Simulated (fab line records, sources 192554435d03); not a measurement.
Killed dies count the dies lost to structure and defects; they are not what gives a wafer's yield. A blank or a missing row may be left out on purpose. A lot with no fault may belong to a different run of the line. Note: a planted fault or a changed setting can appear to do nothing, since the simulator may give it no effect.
Split-lot experiment | flow n5Finfet | on a route of 1938 steps: 7 lots, 39 wafers read

THE SPLIT
At N5_BEOL_M2_CVD_47 (deposits Co from CCTBA/H2, target thk 3 nm, time 223.8 s), the setting targetThkA was moved away from the recipe's 30 angstrom on 15 of the 39 wafers read, by -53.8% to +45.4%. All remaining wafers had this setting at the recipe value.

The split's own step is where the reading is taken.

THE READING
Co_of_BEOL_M2_CVD_47.thkNm (the simulator's own value, which no gauge read), in nm, at N5_BEOL_M2_CVD_47 (deposits Co from CCTBA/H2, target thk 3 nm, time 223.8 s). The file does not state a usual value for it. Across the 24 wafers here that went through the recipe, the average is 3.0 nm and the standard deviation 0.15 nm.

wafer  | tool, chamber at the split | targetThkA as run, angstrom | against the recipe | Co_of_BEOL_M2_CVD_47.thkNm, nm | against lot-mates on the recipe
L076.1 | cvdCo-02, 1                | 30                          | recipe             | 3.2                            | -
L076.2 | cvdCo-02, 0,1              | 30                          | recipe             | 3                              | -
L076.6 | cvdCo-02, 0,1              | 30                          | recipe             | 3                              | -
L076.3 | cvdCo-02, 2                | 43.61                       | +45.4%             | 4.4                            | +1.3
L076.5 | cvdCo-02, 2                | 43.61                       | +45.4%             | 4.4                            | +1.3
L076.4 | cvdCo-02, 0                | 43.61                       | +45.4%             | 4.2                            | +1.1
L078.1 | cvdCo-02, 1,2,1            | 30                          | recipe             | 3                              | -
L078.5 | cvdCo-02, 1,2,1            | 30                          | recipe             | 3                              | -
L078.6 | cvdCo-02, 1,2,1            | 30                          | recipe             | 3                              | -
L078.2 | cvdCo-02, 0                | 36.68                       | +22.3%             | 3.6                            | +0.6
L078.4 | cvdCo-02, 0                | 36.68                       | +22.3%             | 3.6                            | +0.6
L078.3 | cvdCo-02, 2                | 36.68                       | +22.3%             | 3.8                            | +0.8
L080.1 | cvdCo-02, 0                | 40.84                       | +36.1%             | 4                              | +1.0
L080.2 | cvdCo-02, 1                | 40.84                       | +36.1%             | 4.2                            | +1.2
L080.3 | cvdCo-02, 2                | 30                          | recipe             | 3                              | -
L080.4 | cvdCo-02, 2                | 30                          | recipe             | 3.2                            | -
L080.5 | cvdCo-02, 1                | 40.84                       | +36.1%             | 3.8                            | +0.8
L080.6 | cvdCo-02, 0                | 30                          | recipe             | 2.8                            | -
L089.1 | cvdCo-01, 1                | 30                          | recipe             | 3.2                            | -
L089.4 | cvdCo-01, 1                | 30                          | recipe             | 3.2                            | -
L089.2 | cvdCo-01, 0,2,2            | 30                          | recipe             | 3                              | -
L089.3 | cvdCo-01, 0,2,2            | 30                          | recipe             | 3                              | -
L089.5 | cvdCo-01, 0,2,2            | 30                          | recipe             | 3                              | -
L089.6 | cvdCo-01, 0                | 30                          | recipe             | 2.8                            | -
L091.3 | cvdCo-01, 0                | 30                          | recipe             | 2.8                            | -
L091.4 | cvdCo-01, 1                | 30                          | recipe             | 3                              | -
L091.5 | cvdCo-01, 2                | 30                          | recipe             | 2.6                            | -
L093.1 | cvdCo-01, 1                | 13.86                       | -53.8%             | 1.6                            | -1.5
L093.2 | cvdCo-01, 0                | 30                          | recipe             | 3                              | -
L093.6 | cvdCo-01, 0                | 30                          | recipe             | 3                              | -
L093.3 | cvdCo-01, 2                | 13.86                       | -53.8%             | 1.4                            | -1.7
L093.4 | cvdCo-01, 2                | 13.86                       | -53.8%             | 1.4                            | -1.7
L093.5 | cvdCo-01, 1                | 30                          | recipe             | 3.2                            | -
L095.1 | cvdCo-02, 2,1              | 22.75                       | -24.2%             | 2.4                            | -0.5
L095.6 | cvdCo-02, 2,1              | 22.75                       | -24.2%             | 2.4                            | -0.5
L095.2 | cvdCo-02, 1,2              | 30                          | recipe             | 3                              | -
L095.5 | cvdCo-02, 1,2              | 30                          | recipe             | 3                              | -
L095.3 | cvdCo-02, 0                | 22.75                       | -24.2%             | 2.2                            | -0.7
L095.4 | cvdCo-02, 0                | 30                          | recipe             | 2.8                            | -
If several chambers appear in one row, that row covers several wafers at once and the file leaves open which wafer was in which chamber.

THE FIT
A straight line over all 39 wafers: Co_of_BEOL_M2_CVD_47.thkNm changes by +0.0286 nm for each +1% of targetThkA; r = +0.98; the points scatter about the line by 0.14 nm.
The same after taking each lot's own level away (the mean of its wafers on the recipe; 39 wafers): +0.0285 nm for each +1%; r = +0.98; scatter 0.13 nm.
That fit puts the effect of the largest move of targetThkA on the reading at 1.5 nm.
The span of the lots' own levels, 2.80 to 3.07 nm, comes to 1.8 times the standard deviation stated above.
Hence the lot-to-lot level has little effect on the slope; both slopes agree.
Check: -1.55 nm against its lot-mates is what the line predicts for one of the wafers moved furthest among these (-53.8%) when that wafer is left out of the fit. It came out at -1.47 nm against them.

ADDITIONAL SPLITS CARRIED BY THESE WAFERS
Before the reading, these wafers also passed through other splits. Each is held against what the fit with the lots' levels taken away leaves over:
other split on the same wafers        | wafers away from the commonest value | r with Co_of_BEOL_M2_CVD_47.thkNm (lot level and that fit taken away)
N5_ZERO_LAYER_DEVELOP_10 developTimeS | 15                                   | -0.31
N5_FIN_SAQP_HM_DEP_72 targetThkA      | 9                                    | -0.10
N5_DUMMY_GATE_CVD_03 targetThkA       | 24                                   | +0.02
N5_GATE_CUT_ALD_22 aldCycles          | 15                                   | -0.14
N5_BEOL_M1_VIA_ETCH_34 timeS          | 15                                   | +0.09

FILE'S OWN FIT
Co_of_BEOL_M2_CVD_47.thkNm changes by +0.0285 nm for each +1% of targetThkA, r = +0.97.
